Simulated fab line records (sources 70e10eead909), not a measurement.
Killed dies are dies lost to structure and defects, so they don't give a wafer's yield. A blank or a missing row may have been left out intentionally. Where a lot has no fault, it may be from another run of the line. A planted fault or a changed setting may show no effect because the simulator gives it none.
Which tool did it? || flow nand-harc || 14 lots with 41 wafers sampled at 2 steps, on a route of 1302 steps

## WHAT EACH GAUGE READ, for each wafer
NHARC_P_ZERO_WELL_CD_MEAS_52: target cd 2000 nm. Usual: cd-nm reads 1999.7 nm (standard deviation 1.6).
{"lot": "L614", "measured": "day 2 01:41", "on": "cd-sem-01", "cd-nm (nm)": "1998.7 1997.7 1997.5", "flag": ""}
{"lot": "L615", "measured": "day 2 11:47", "on": "cd-sem-01", "cd-nm (nm)": "2001.9 2000.7 2000.7", "flag": ""}
{"lot": "L616", "measured": "day 2 21:55", "on": "cd-sem-01", "cd-nm (nm)": "2000.0 2002.1 2001.0", "flag": ""}
{"lot": "L617", "measured": "day 3 07:46", "on": "cd-sem-02", "cd-nm (nm)": "1999.1 1999.5 1997.5", "flag": ""}
{"lot": "L619", "measured": "day 4 03:44", "on": "cd-sem-01", "cd-nm (nm)": "1997.7 1999.8 1998.1", "flag": ""}
{"lot": "L620", "measured": "day 4 13:49", "on": "cd-sem-01", "cd-nm (nm)": "1998.6 1998.2 1999.9", "flag": ""}
{"lot": "L621", "measured": "day 4 23:52", "on": "cd-sem-01", "cd-nm (nm)": "2000.5 1998.5 1998.5", "flag": ""}
{"lot": "L622", "measured": "day 5 10:28", "on": "cd-sem-03", "cd-nm (nm)": "2002.6 2000.2 2002.1", "flag": ""}
{"lot": "L624", "measured": "day 6 05:58", "on": "cd-sem-02", "cd-nm (nm)": "2002.1 2001.1 2000.9", "flag": ""}
{"lot": "L625", "measured": "day 6 15:46", "on": "cd-sem-01", "cd-nm (nm)": "2000.1 2001.5 2001.7", "flag": ""}
{"lot": "L632", "measured": "day 9 13:52", "on": "cd-sem-02", "cd-nm (nm)": "1997.3 1997.8", "flag": ""}
{"lot": "L635", "measured": "day 10 19:43", "on": "cd-sem-01", "cd-nm (nm)": "2000.3 2000.3 2000.4", "flag": ""}
{"lot": "L636", "measured": "day 11 05:47", "on": "cd-sem-02", "cd-nm (nm)": "2000.6 2003.1 2002.6", "flag": ""}
{"lot": "L637", "measured": "day 11 15:44", "on": "cd-sem-02", "cd-nm (nm)": "2000.2 2000.5 1999.1", "flag": ""}

## EACH LOT AND THE TOOL THAT RAN IT (in order: tool; ch and the chambers of the sampled wafers; start)
{"lot": "L614", "NHARC_P_ZERO_WELL_ETCH_63": "rie-si-03 ch 0,2,3, day 1 21:37"}
{"lot": "L615", "NHARC_P_ZERO_WELL_ETCH_63": "rie-si-03 ch 0,1,3, day 2 07:42"}
{"lot": "L616", "NHARC_P_ZERO_WELL_ETCH_63": "rie-si-05 ch 0,2,3, day 2 17:43"}
{"lot": "L617", "NHARC_P_ZERO_WELL_ETCH_63": "rie-si-02 ch 0,2, day 3 03:40"}
{"lot": "L619", "NHARC_P_ZERO_WELL_ETCH_63": "rie-si-03 ch 1,2, day 3 23:40"}
{"lot": "L620", "NHARC_P_ZERO_WELL_ETCH_63": "rie-si-03 ch 0,1,2, day 4 09:46"}
{"lot": "L621", "NHARC_P_ZERO_WELL_ETCH_63": "rie-si-05 ch 0,3, day 4 19:37"}
{"lot": "L622", "NHARC_P_ZERO_WELL_ETCH_63": "rie-si-03 ch 0,1, day 5 06:16"}
{"lot": "L624", "NHARC_P_ZERO_WELL_ETCH_63": "rie-si-05 ch 0,2, day 6 01:43"}
{"lot": "L625", "NHARC_P_ZERO_WELL_ETCH_63": "rie-si-02 ch 0,1,2, day 6 11:40"}
{"lot": "L632", "NHARC_P_ZERO_WELL_ETCH_63": "rie-si-03 ch 0,2, day 9 09:41"}
{"lot": "L635", "NHARC_P_ZERO_WELL_ETCH_63": "rie-si-03 ch 1,3, day 10 15:44"}
{"lot": "L636", "NHARC_P_ZERO_WELL_ETCH_63": "rie-si-02 ch 0,2, day 11 01:40"}
{"lot": "L637", "NHARC_P_ZERO_WELL_ETCH_63": "rie-si-03 ch 2,3, day 11 11:40"}
- NHARC_P_ZERO_WELL_ETCH_63: etches the open film in HBr/Cl2, target depth 120 nm, time 40.1 s.

## AS READ BY THE TOOLS THEMSELVES (means over the sampled wafers that have a number; for cases with no such wafer, the mark the record gives instead)
NHARC_P_ZERO_WELL_ETCH_63. Usual: drypump-motor-current-A 5.7 A, standard deviation 0.44; oes-product-au 1.000 a.u., standard deviation 0.0077; throttle-valve-pct 26.406 %, standard deviation 0.0093.
{"lot": "L614", "tool": "rie-si-03", "drypump-motor-current-A (A)": 5.7, "oes-product-au (a.u.)": 0.999, "throttle-valve-pct (%)": 26.399, "flag": ""}
{"lot": "L615", "tool": "rie-si-03", "drypump-motor-current-A (A)": 6.0, "oes-product-au (a.u.)": 0.998, "throttle-valve-pct (%)": 26.407, "flag": ""}
{"lot": "L616", "tool": "rie-si-05", "drypump-motor-current-A (A)": 5.4, "oes-product-au (a.u.)": 0.995, "throttle-valve-pct (%)": 26.419, "flag": ""}
{"lot": "L617", "tool": "rie-si-02", "drypump-motor-current-A (A)": 5.9, "oes-product-au (a.u.)": 1.010, "throttle-valve-pct (%)": 26.403, "flag": ""}
{"lot": "L619", "tool": "rie-si-03", "drypump-motor-current-A (A)": 5.9, "oes-product-au (a.u.)": 0.996, "throttle-valve-pct (%)": 26.403, "flag": ""}
{"lot": "L620", "tool": "rie-si-03", "drypump-motor-current-A (A)": 5.7, "oes-product-au (a.u.)": 1.005, "throttle-valve-pct (%)": 26.404, "flag": ""}
{"lot": "L621", "tool": "rie-si-05", "drypump-motor-current-A (A)": 5.3, "oes-product-au (a.u.)": 0.999, "throttle-valve-pct (%)": 26.412, "flag": ""}
{"lot": "L622", "tool": "rie-si-03", "drypump-motor-current-A (A)": 5.9, "oes-product-au (a.u.)": 1.004, "throttle-valve-pct (%)": 26.407, "flag": ""}
{"lot": "L624", "tool": "rie-si-05", "drypump-motor-current-A (A)": 5.5, "oes-product-au (a.u.)": 1.005, "throttle-valve-pct (%)": 26.405, "flag": ""}
{"lot": "L625", "tool": "rie-si-02", "drypump-motor-current-A (A)": 6.1, "oes-product-au (a.u.)": 1.007, "throttle-valve-pct (%)": 26.410, "flag": ""}
{"lot": "L632", "tool": "rie-si-03", "drypump-motor-current-A (A)": 5.5, "oes-product-au (a.u.)": 1.004, "throttle-valve-pct (%)": 26.404, "flag": ""}
{"lot": "L635", "tool": "rie-si-03", "drypump-motor-current-A (A)": 6.1, "oes-product-au (a.u.)": 0.988, "throttle-valve-pct (%)": 26.418, "flag": ""}
{"lot": "L636", "tool": "rie-si-02", "drypump-motor-current-A (A)": 6.2, "oes-product-au (a.u.)": 1.005, "throttle-valve-pct (%)": 26.406, "flag": ""}
{"lot": "L637", "tool": "rie-si-03", "drypump-motor-current-A (A)": 5.6, "oes-product-au (a.u.)": 1.000, "throttle-valve-pct (%)": 26.395, "flag": ""}

## THE ANSWER, worked out from the rows above alone
Rule: a lot is off if the mean of its wafers that have a number lies more than 3 standard deviations from the usual mean. Also off: a lot with no number at a reading for which 4 or more lots have one. All remaining lots with rows at the step are treated as sound. After the gauges, taken in route order, come the tools' own readings; for these a lot's mean is taken, as printed above. The first step at which some lot is off is used, and at that step the reading that is off furthest; a lot without a number counts as furthest.
Across all readings shown, no lot is off: no conclusion can be drawn from this.

## WHAT HAD BEEN PUT IN BY THE SIMULATOR
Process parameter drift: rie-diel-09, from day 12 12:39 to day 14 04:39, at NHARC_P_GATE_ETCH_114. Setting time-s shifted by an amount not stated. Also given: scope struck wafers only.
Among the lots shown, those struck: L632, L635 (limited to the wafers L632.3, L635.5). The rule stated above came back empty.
